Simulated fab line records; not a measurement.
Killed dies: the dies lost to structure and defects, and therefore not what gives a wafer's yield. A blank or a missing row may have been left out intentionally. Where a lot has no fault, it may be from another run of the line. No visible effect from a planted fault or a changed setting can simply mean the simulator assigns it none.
Comparing a struck lot with a sound one :: flow n5_finfet :: 17 steps out of a route of 1938
Sound: wafers L512.1, L512.2, L512.6. Wafers L523.1, L523.5 were the ones struck. The cause is given at the end.
At each step with rows: each side's tool, then ch and its chambers, then its first start. Under that, the readings that differ: sound wafers :: struck wafers :: difference of the means :: sigmas: that difference in standard deviations of wafers without a fault.
alike: readings with means less than 2 such deviations apart, plus words and numbers identical on both sides. not compared: withheld readings, readings lacking a value on some wafer, bounds such as >300 that could conceal the same value, and numbers that have no deviation in the record and whose values overlap.
A row with sigmas, a row that says differs or no value, or rows on one side alone: a step with any of these is where the two part. Numbers that have no deviation but don't overlap get no sigmas and don't part them. A reading missing from all wafers of one side parts the sides only when that side holds two or more wafers.

N5_FIN_CUT_OVL_MEAS_09:
  sound on overlay-01 ch 0, day 4 09:34; struck on overlay-02 ch 0, day 7 02:33
reading: FIN_CUT_OVL (nm)
sound: 2.0 1.6 0.5
struck: -1.9 -1.5
difference: -3.1
sigmas: -4
N5_FIN_CUT_INSPECT_10: inspects for defects (brightfield).
  sound on defect_inspect-01, day 4 09:38; struck on defect_inspect-01, day 7 02:37
  alike: raw_defect_count
N5_FIN_CUT_DESCUM_13: chemistry O2, time 7 s.
  sound on rie_diel-05 ch 0,1,3, day 4 09:40; struck on rie_diel-05 ch 1,2, day 7 02:39
  alike: drypump_motor_current_A, o2_flow_sccm, oes_product_au, rf_vpp_V, showerhead_plenum_p_Torr, throttle_valve_pct
  not compared: rf_hours_counter_h
then, 1 step without rows for these wafers: N5_FIN_CUT_ETCH_30 (etches underlayer in N2/H2, target depth 13 nm, time 10.4 s).
N5_FIN_CUT_ETCH_20: etches SiARC in CF4, target depth 26 nm, time 43.3 s.
  sound on rie_diel-05 ch 0,1,3, day 4 09:43; struck on rie_diel-05 ch 1,2, day 7 02:42
  alike: drypump_motor_current_A, etch_rf_on_time_s, oes_product_au, rf_vpp_V, showerhead_plenum_p_Torr, throttle_valve_pct
  not compared: rf_hours_counter_h
N5_FIN_CUT_ETCH_21: etches SOC in N2/H2, target depth 219 nm, overetch 43.8 nm, time 523.5 s.
  sound on rie_diel-05 ch 0,1,3, day 4 09:46; struck on rie_diel-05 ch 1,2, day 7 02:44
  alike: drypump_motor_current_A, oes_product_au, rf_vpp_V, showerhead_plenum_p_Torr, throttle_valve_pct
  not compared: rf_hours_counter_h
then, 4 steps without rows for these wafers: N5_FIN_CUT_STRIP_23 (strips in N2/H2); N5_FIN_CUT_STRIP_31 (strips in N2/H2); N5_FIN_CUT_STRIP_24 (strips in CF4); N5_FIN_CUT_CUT_ETCH_26 (etches SiNx in CH3F/O2, target depth 39 nm, time 55.7 s).
N5_FIN_CUT_CUT_ETCH_27: etches SiO2 in CHF3/O2, target depth 4 nm, overetch 2 nm, time 4.9 s.
  sound on rie_diel-05 ch 0,1,3, day 4 10:09; struck on rie_diel-05 ch 1,2, day 7 03:08
  alike: drypump_motor_current_A, oes_product_au, rf_vpp_V, showerhead_plenum_p_Torr, throttle_valve_pct
  not compared: rf_hours_counter_h
then, 1 step without rows for these wafers: N5_FIN_CUT_PRECLEAN_35 (cleans in vHF, time 13.3 s).
N5_FIN_CUT_CUT_ETCH_15: etches Si in HBr/Cl2/O2, target depth 100 nm, bt time 10 s, time 42.4 s.
  sound on rie_si-02 ch 0,2, day 4 10:17; struck on rie_si-06 ch 0,3, day 7 03:17
reading: oes_product_au (a.u.)
sound: 0.984 0.991 1.000
struck: 0.973 0.964
difference: -0.023
sigmas: -2

reading: model.etch.depth_nm (nm)
sound: 99.86 98.95 98.84
struck: 84.58 85.88
difference: -13.99
sigmas: 

reading: model.FIN_CUT.feature_depth_nm (nm)
sound: 99.8 99 98.8
struck: 84.6 85.8
difference: -14.0
sigmas: 

reading: model.SOC_of_FIN_CUT_COAT_18.thk_nm (nm)
sound: 170 169.4 168.6
struck: 176.6 175.4
difference: +6.7
sigmas: 
  alike: drypump_motor_current_A, he_backside_leak_sccm, throttle_valve_pct
  not compared: rf_hours_counter_h
N5_FIN_CUT_CUT_ETCH_28: etches Si in HBr/Cl2/O2, target depth 6 nm, time 2.4 s.
  sound on rie_si-02 ch 0,2, day 4 10:21; struck on rie_si-06 ch 0,3, day 7 03:20
reading: oes_product_au (a.u.)
sound: 0.992 0.996 1.000
struck: 0.978 0.976
difference: -0.019
sigmas: -2

reading: model.SOC_of_FIN_CUT_COAT_18.thk_nm (nm)
sound: 168.2 167.6 167
struck: 174.8 173.6
difference: +6.6
sigmas: 
  alike: drypump_motor_current_A, he_backside_leak_sccm, throttle_valve_pct
  not compared: rf_hours_counter_h
N5_FIN_CUT_STRIP_22: strips in N2/H2.
  sound on rie_diel-06 ch 0,2, day 4 10:26; struck on rie_diel-06 ch 1,3, day 7 03:24
reading: oes_product_au (a.u.)
sound: 0.69 0.82 0.83
struck: 0.91 0.99
difference: +0.17
sigmas: +2
  alike: drypump_motor_current_A, power_w, rf_vpp_V, showerhead_plenum_p_Torr, throttle_valve_pct
  not compared: rf_hours_counter_h
-- record jumps: 6 days separate the struck wafers' starts on either side; left off in module FIN_CUT, taken up again in module BEOL_M4, whose first shown step is the route's number 1111 --
N5_BEOL_M4_RC_MEAS_101:
  sound on prober-01 ch 0, day 9 21:54; struck on prober-02 ch 0, day 12 22:39
reading: ION_N (uA/um)
sound: 673 684 675
struck: 658 652
difference: -22
sigmas: -3
  alike: DIBL_N, DIBL_P, IOFF_N, IOFF_P, ION_P, SS_N, SS_P, VT_N, VT_P
following that, these wafers have no rows for 1 step: N5_PASSIVATION_PROBE_49.

== WHERE THEY PART ==
Last at N5_BEOL_M4_RC_MEAS_101 as far as this record goes, first at N5_FIN_CUT_OVL_MEAS_09.

WHY: the cause the simulator had injected
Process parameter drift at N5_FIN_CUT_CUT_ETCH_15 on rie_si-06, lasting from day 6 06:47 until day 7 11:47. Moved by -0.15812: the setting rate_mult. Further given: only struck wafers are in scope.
